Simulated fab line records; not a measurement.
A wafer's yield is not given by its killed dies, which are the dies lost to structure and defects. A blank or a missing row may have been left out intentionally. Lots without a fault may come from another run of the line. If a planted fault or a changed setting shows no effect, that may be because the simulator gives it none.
Problem report in the 8D (eight disciplines) form, filled by code ; flow n5-finfet ; the parts of the form that need people (team, actions taken, sign-off) are left out

== 1. WHAT WENT WRONG ==
Mean of plate-temp-C at N5_BEOL_M0_SAQP_COAT_87: 202.72 C across 6 wafers in 2 lots; on wafers with no fault it is 204.96 C (standard deviation 0.15). That is -15 standard deviations from the usual mean.
The step: time 60 s, resist thk 5 nm.
First seen on wafer L738.2, day 9 04:53, on litho-track-02. Wafers with a number at this step in the record: 29, from 10 lots. Rule for "out", or "out of limits": more than 4 standard deviations from the usual mean. The other wafers with a number count as sound.

== 2. WHAT IT IS, WHAT IT ISN'T ==
question;is;is not
which readings at this step;plate-temp-C;chill-plate-temp-C
which lots;L738, L740;L724, L725, L728, L731, L732, L742, L743, L747
which wafers of those lots;all that have a number;-
read on which tools;litho-track-02;litho-track-01, litho-track-05
when;from day 9 04:53;"up to then (14 sound wafers); but 9 sound wafers of L742, L743, L747 came after"

== 3. THE SUSPECTS, EACH WITH WHAT RULES IT OUT ==
Counting: a tool stays on the suspect list if, at a process step up to the reading, it processed all lots that are out and no sound lot following the first of them.
- litho-track-02 at N5_BEOL_M0_SAQP_COAT_87 (time 60 s, resist thk 5 nm): kept. It ran every lot that is out, first L738 (day 9 04:53), and no sound lot after that; its last sound lot up to then is L732 (day 7 15:44). On those wafers its own readings are out: plate-temp-C.
The count leaves litho-track-02 at N5_BEOL_M0_SAQP_COAT_87.

== 4. THE CAUSE (what the simulator had put in) ==
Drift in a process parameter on litho-track-02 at N5_BEOL_M0_SAQP_COAT_87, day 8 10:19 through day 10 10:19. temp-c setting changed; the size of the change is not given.
Counting left only this tool.

== 5. THE EFFECT CHAIN, in route order ==
One row per reading whose mean, taken over the struck wafers that have a number, lies over 3 standard deviations from the usual. Scope: only readings with a usual standard deviation given in the record; hours: median across lots of the time from each lot's start at the first step in this table that gives one to its start at this step; sigmas: change in usual standard deviations.
hours;step;reading;usual;on struck wafers;change;sigmas
0;N5_BEOL_M0_SAQP_COAT_87;heater-power-total-W;391.7 W;385.5;-6.2;-4.8
0;N5_BEOL_M0_SAQP_COAT_87;plate-temp-C;204.96 C;202.72;-2.25;-15
Here are the process steps it includes:
- N5_BEOL_M0_SAQP_COAT_87: time 60 s, resist thk 5 nm.
Later steps that measure or inspect, where all struck wafers having a row at the step show a number for every such reading and not one has moved that far: N5_BEOL_M4_RC_MEAS_101.

== 6. HOW IT WOULD HAVE BEEN CAUGHT EARLIER ==
In this record no reading fell out of limits until day 9 04:53, 19 hours after the fault had begun at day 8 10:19.
